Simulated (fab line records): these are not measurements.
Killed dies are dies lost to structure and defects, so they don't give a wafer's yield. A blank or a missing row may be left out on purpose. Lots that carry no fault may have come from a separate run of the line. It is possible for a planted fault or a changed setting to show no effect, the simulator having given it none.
Matching of chambers | flow n5 finfet | N5_BEOL_M15_ETCH_57 on rie diel-02 has 4 sister chambers
The step etches SOC in N2/H2, time 750 s. 18 wafers are shown with their chamber, then 9 later ones without.

== WAFERS PAIRED WITH THEIR CHAMBERS ==
wafer  | chamber | drypump motor current A (A) | showerhead plenum p Torr (Torr) | oes product au (a.u.)
L076.3 | 3       | 5.3                         | 2.47                            | 0.81
L076.5 | 2       | 6.1                         | 2.52                            | 0.92
L076.6 | 3       | 5.3                         | 2.47                            | 0.81
L080.3 | 1       | 6.6                         | 2.55                            | 0.78
L080.4 | 2       | 6.2                         | 2.52                            | 0.89
L080.6 | 1       | 6.6                         | 2.55                            | 0.77
L082.1 | 2       | 6.1                         | 2.52                            | 0.90
L082.2 | 0       | 6.3                         | 2.58                            | 0.66
L082.3 | 3       | 5.3                         | 2.46                            | 0.79
L081.3 | 3       | 5.2                         | 2.46                            | 0.79
L081.4 | 2       | 6.1                         | 2.52                            | 0.89
L081.6 | 1       | 6.6                         | 2.55                            | 0.77
L084.2 | 3       | 5.3                         | 2.46                            | 0.80
L084.3 | 1       | 6.6                         | 2.55                            | 0.77
L084.4 | 0       | 6.2                         | 2.58                            | 0.67
L088.2 | 1       | 6.6                         | 2.54                            | 0.75
L088.5 | 2       | 6.2                         | 2.51                            | 0.85
L088.6 | 3       | 5.3                         | 2.46                            | 0.78

SIGNATURES, as means of the wafers listed above
reading                  | chamber 0 | chamber 1 | chamber 2 | chamber 3 | scatter within a chamber
drypump motor current A  | 6.250     | 6.600     | 6.140     | 5.283     | 0.0425
showerhead plenum p Torr | 2.5800    | 2.5480    | 2.5180    | 2.4633    | 0.00458
oes product au           | 0.6650    | 0.7680    | 0.8900    | 0.7967    | 0.0166
Rule: for a wafer and a chamber, the distance is found by dividing, reading by reading, the gap between the wafer's reading and the chamber's mean by the reading's scatter, squaring, summing and taking the root. The wafer belongs to the nearest chamber; if the next one is less than 2 further off, it can't be placed. The scatter is the square root of a quotient: the sum, over the shown wafers, of each reading's squared deviation from its chamber's mean, divided by wafers minus chambers.

== WAFERS WITH NO CHAMBER GIVEN ==
wafer  | drypump motor current A (A) | showerhead plenum p Torr (Torr) | oes product au (a.u.)
L092.2 | 5.3                         | 2.45                            | 0.78
L092.4 | 6.1                         | 2.51                            | 0.86
L092.6 | 6.6                         | 2.54                            | 0.75
L094.1 | 5.2                         | 2.45                            | 0.77
L094.5 | 6.6                         | 2.54                            | 0.75
L094.6 | 6.1                         | 2.51                            | 0.85
L096.2 | 5.3                         | 2.45                            | 0.75
L096.4 | 6.2                         | 2.50                            | 0.82
L096.6 | 6.6                         | 2.53                            | 0.73

== CHAMBER TAKEN BY EACH ==
wafer  | from the rows above | in truth
L092.2 | 3                   | 3
L092.4 | 2                   | 2
L092.6 | 1                   | 1
L094.1 | 3                   | 3
L094.5 | 1                   | 1
L094.6 | 2                   | 2
L096.2 | 3                   | 3
L096.4 | 2                   | 2
L096.6 | 1                   | 1
Correct placement for 9 of the 9. Number that these rows cannot place: 0. Number placed wrongly: 0.
